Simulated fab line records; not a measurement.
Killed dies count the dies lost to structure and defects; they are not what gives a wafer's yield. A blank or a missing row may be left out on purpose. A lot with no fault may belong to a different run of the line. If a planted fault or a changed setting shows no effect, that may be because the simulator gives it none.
What tool caused it? / flow n5Finfet / 24 lots, 72 wafers sampled, at 2 steps of a route of 1938

== WHAT THE GAUGES SHOWED, per wafer ==
N5_BEOL_M2_INSPECT_13: inspects for defects (brightfield). Usual: rawDefectCount reads 437 (standard deviation 100).
lot=L075; measured=day 7 13:00; on=defectInspect-01; rawDefectCount=341 285 376; flag=
lot=L074; measured=day 7 15:45; on=defectInspect-01; rawDefectCount=328 263 419; flag=
lot=L077; measured=day 7 17:56; on=defectInspect-01; rawDefectCount=366 366 342; flag=
lot=L078; measured=day 7 18:26; on=defectInspect-02; rawDefectCount=369 386 313; flag=
lot=L079; measured=day 8 07:43; on=defectInspect-01; rawDefectCount=477 501 473; flag=
lot=L076; measured=day 8 08:43; on=defectInspect-02; rawDefectCount=373 410 276; flag=
lot=L080; measured=day 8 13:17; on=defectInspect-01; rawDefectCount=547 325 539; flag=
lot=L081; measured=day 8 14:32; on=defectInspect-01; rawDefectCount=475 652 538; flag=
lot=L082; measured=day 8 21:21; on=defectInspect-01; rawDefectCount=583 537 577; flag=
lot=L083; measured=day 9 00:34; on=defectInspect-02; rawDefectCount=323 464 409; flag=
lot=L084; measured=day 9 03:43; on=defectInspect-01; rawDefectCount=590 358 516; flag=
lot=L085; measured=day 9 10:53; on=defectInspect-02; rawDefectCount=535 551 493; flag=
lot=L086; measured=day 9 15:05; on=defectInspect-02; rawDefectCount=484 452 640; flag=
lot=L087; measured=day 10 03:11; on=defectInspect-02; rawDefectCount=444 418 380; flag=
lot=L088; measured=day 10 03:47; on=defectInspect-01; rawDefectCount=392 294 415; flag=
lot=L089; measured=day 10 12:47; on=defectInspect-02; rawDefectCount=555 494 362; flag=
lot=L090; measured=day 10 17:14; on=defectInspect-02; rawDefectCount=493 426 353; flag=
lot=L091; measured=day 11 03:07; on=defectInspect-01; rawDefectCount=525 408 446; flag=
lot=L093; measured=day 11 07:13; on=defectInspect-01; rawDefectCount=283 374 301; flag=
lot=L092; measured=day 11 09:07; on=defectInspect-02; rawDefectCount=322 421 413; flag=
lot=L094; measured=day 11 14:10; on=defectInspect-01; rawDefectCount=436 396 461; flag=
lot=L096; measured=day 11 22:10; on=defectInspect-02; rawDefectCount=401 550 449; flag=
lot=L095; measured=day 12 00:17; on=defectInspect-01; rawDefectCount=433 455 359; flag=
lot=L097; measured=day 12 07:02; on=defectInspect-01; rawDefectCount=512 447 373; flag=

== WHICH TOOL RAN EACH LOT (tool, then ch and the chambers of the sampled wafers, then the start) ==
lot=L075; N5_BEOL_M1_SPUTTER_48=pvdSputter-01, day 7 09:02
lot=L074; N5_BEOL_M1_SPUTTER_48=pvdSputter-03, day 7 10:31
lot=L077; N5_BEOL_M1_SPUTTER_48=pvdSputter-01, day 7 12:48
lot=L078; N5_BEOL_M1_SPUTTER_48=pvdSputter-03, day 7 13:19
lot=L079; N5_BEOL_M1_SPUTTER_48=pvdSputter-03, day 8 01:26
lot=L076; N5_BEOL_M1_SPUTTER_48=pvdSputter-02, day 8 05:01
lot=L080; N5_BEOL_M1_SPUTTER_48=pvdSputter-03, day 8 09:10
lot=L081; N5_BEOL_M1_SPUTTER_48=pvdSputter-03, day 8 11:01
lot=L082; N5_BEOL_M1_SPUTTER_48=pvdSputter-02, day 8 17:28
lot=L083; N5_BEOL_M1_SPUTTER_48=pvdSputter-01, day 8 18:53
lot=L084; N5_BEOL_M1_SPUTTER_48=pvdSputter-01, day 8 23:19
lot=L085; N5_BEOL_M1_SPUTTER_48=pvdSputter-01, day 9 05:17
lot=L086; N5_BEOL_M1_SPUTTER_48=pvdSputter-03, day 9 11:01
lot=L087; N5_BEOL_M1_SPUTTER_48=pvdSputter-02, day 9 22:12
lot=L088; N5_BEOL_M1_SPUTTER_48=pvdSputter-01, day 9 23:14
lot=L089; N5_BEOL_M1_SPUTTER_48=pvdSputter-02, day 10 08:21
lot=L090; N5_BEOL_M1_SPUTTER_48=pvdSputter-03, day 10 13:04
lot=L091; N5_BEOL_M1_SPUTTER_48=pvdSputter-03, day 10 21:11
lot=L093; N5_BEOL_M1_SPUTTER_48=pvdSputter-01, day 11 01:33
lot=L092; N5_BEOL_M1_SPUTTER_48=pvdSputter-01, day 11 04:21
lot=L094; N5_BEOL_M1_SPUTTER_48=pvdSputter-01, day 11 09:40
lot=L096; N5_BEOL_M1_SPUTTER_48=pvdSputter-01, day 11 18:25
lot=L095; N5_BEOL_M1_SPUTTER_48=pvdSputter-02, day 11 18:27
lot=L097; N5_BEOL_M1_SPUTTER_48=pvdSputter-02, day 12 03:00
- N5_BEOL_M1_SPUTTER_48: material Cu, target thk 4.5 nm, time 8.29 s.

== WHAT THE TOOLS THEMSELVES READ (means of the sampled wafers that have a number; where no wafer has one, the mark that the record gives instead) ==
N5_BEOL_M1_SPUTTER_48. Usual: chuckGasFlowSccm 1.26 sccm, standard deviation 0.05; substrateTempC -19.99 C, standard deviation 0.093; throttleValvePct 30.2 %, standard deviation 0.98.
lot=L075; tool=pvdSputter-01; chuckGasFlowSccm (sccm)=1.25; substrateTempC (C)=-19.95; throttleValvePct (%)=29.7; flag=
lot=L074; tool=pvdSputter-03; chuckGasFlowSccm (sccm)=1.30; substrateTempC (C)=-20.03; throttleValvePct (%)=30.2; flag=
lot=L077; tool=pvdSputter-01; chuckGasFlowSccm (sccm)=1.26; substrateTempC (C)=-20.11; throttleValvePct (%)=29.0; flag=
lot=L078; tool=pvdSputter-03; chuckGasFlowSccm (sccm)=1.23; substrateTempC (C)=-19.98; throttleValvePct (%)=31.1; flag=
lot=L079; tool=pvdSputter-03; chuckGasFlowSccm (sccm)=1.26; substrateTempC (C)=-20.06; throttleValvePct (%)=31.1; flag=
lot=L076; tool=pvdSputter-02; chuckGasFlowSccm (sccm)=1.23; substrateTempC (C)=-20.02; throttleValvePct (%)=30.6; flag=
lot=L080; tool=pvdSputter-03; chuckGasFlowSccm (sccm)=1.28; substrateTempC (C)=-19.99; throttleValvePct (%)=30.5; flag=
lot=L081; tool=pvdSputter-03; chuckGasFlowSccm (sccm)=1.31; substrateTempC (C)=-19.95; throttleValvePct (%)=30.5; flag=
lot=L082; tool=pvdSputter-02; chuckGasFlowSccm (sccm)=1.23; substrateTempC (C)=-19.92; throttleValvePct (%)=30.7; flag=
lot=L083; tool=pvdSputter-01; chuckGasFlowSccm (sccm)=1.24; substrateTempC (C)=-19.93; throttleValvePct (%)=29.6; flag=
lot=L084; tool=pvdSputter-01; chuckGasFlowSccm (sccm)=1.25; substrateTempC (C)=-19.98; throttleValvePct (%)=30.3; flag=
lot=L085; tool=pvdSputter-01; chuckGasFlowSccm (sccm)=1.31; substrateTempC (C)=-20.03; throttleValvePct (%)=29.4; flag=
lot=L086; tool=pvdSputter-03; chuckGasFlowSccm (sccm)=1.27; substrateTempC (C)=-19.88; throttleValvePct (%)=30.9; flag=
lot=L087; tool=pvdSputter-02; chuckGasFlowSccm (sccm)=1.32; substrateTempC (C)=-20.03; throttleValvePct (%)=31.2; flag=
lot=L088; tool=pvdSputter-01; chuckGasFlowSccm (sccm)=1.21; substrateTempC (C)=-19.93; throttleValvePct (%)=30.3; flag=
lot=L089; tool=pvdSputter-02; chuckGasFlowSccm (sccm)=1.29; substrateTempC (C)=-20.08; throttleValvePct (%)=30.5; flag=
lot=L090; tool=pvdSputter-03; chuckGasFlowSccm (sccm)=1.27; substrateTempC (C)=-19.95; throttleValvePct (%)=31.3; flag=
lot=L091; tool=pvdSputter-03; chuckGasFlowSccm (sccm)=1.27; substrateTempC (C)=-20.02; throttleValvePct (%)=31.0; flag=
lot=L093; tool=pvdSputter-01; chuckGasFlowSccm (sccm)=1.23; substrateTempC (C)=-19.99; throttleValvePct (%)=29.6; flag=
lot=L092; tool=pvdSputter-01; chuckGasFlowSccm (sccm)=1.25; substrateTempC (C)=-20.01; throttleValvePct (%)=29.7; flag=
lot=L094; tool=pvdSputter-01; chuckGasFlowSccm (sccm)=1.23; substrateTempC (C)=-19.96; throttleValvePct (%)=30.6; flag=
lot=L096; tool=pvdSputter-01; chuckGasFlowSccm (sccm)=1.21; substrateTempC (C)=-19.94; throttleValvePct (%)=29.7; flag=
lot=L095; tool=pvdSputter-02; chuckGasFlowSccm (sccm)=1.28; substrateTempC (C)=-20.00; throttleValvePct (%)=30.2; flag=
lot=L097; tool=pvdSputter-02; chuckGasFlowSccm (sccm)=1.29; substrateTempC (C)=-19.96; throttleValvePct (%)=30.1; flag=

== THE ANSWER, worked out from the rows above alone ==
Rule: lot off if the mean of its wafers having a number is beyond 3 standard deviations from the usual mean. A lot without any number at a reading at which 4 lots or more have one is off too. Where the step has rows for the other lots, those lots are counted as sound. After the gauges, taken in route order, come the tools' own readings; for these a lot's mean is taken, as printed above. At the first step where some lot is off, the reading lying furthest off is the one used; lots without a number count as furthest.
Nothing can be told from this: no lot is off at any reading shown.

== WHAT THE SIMULATOR HAD PUT IN ==
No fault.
